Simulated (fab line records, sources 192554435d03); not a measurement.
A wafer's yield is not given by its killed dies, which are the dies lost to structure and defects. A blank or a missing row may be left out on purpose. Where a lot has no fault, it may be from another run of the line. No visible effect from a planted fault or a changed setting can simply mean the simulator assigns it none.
Chamber matching	flow n5 finfet	3 sister chambers for N5_BEOL_M14_ILD_DEP_00 on pecvd-01
The step deposits SiO2 from TEOS/O2, target thk 1119.3 nm, time 237.4 s. 3 wafers are shown with their chamber, then 8 later ones without.

== EACH WAFER AND ITS CHAMBER ==
wafer	chamber	throttle valve pct (%)
L086.4	0	18.4
L089.5	2	18.8
L090.1	1	21.8

== WAFERS WHOSE CHAMBER IS MISSING ==
wafer	throttle valve pct (%)
L090.3	18.3
L090.5	21.9
L093.3	18.7
L093.4	18.3
L093.6	19.0
L095.2	19.1
L095.4	21.6
L095.6	18.9

== THE CHAMBER EACH PASSED THROUGH ==
wafer	from the rows above	in truth
L090.3	0	0
L090.5	1	1
L093.3	can't be placed: 2 or 0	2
L093.4	0	0
L093.6	2	2
L095.2	2	2
L095.4	1	1
L095.6	2	2
Correctly placed: 7 of 8. Unplaceable from these rows: 1, with the true chamber sitting among the candidates in 1. Number placed wrongly: 0.
How it was worked out, from the rows above alone: a wafer's distance from a chamber is the root of the sum, over the readings, of the square of ((its reading less the chamber's mean) divided by the reading's scatter). The wafer belongs to the nearest chamber; if the next one is less than 2 further off, it can't be placed. A chamber's mean is the mean of its shown wafers. The scatter (one wafer shown for each chamber): square how far every hidden wafer sits from the nearest shown wafer, average those squares and take the square root.
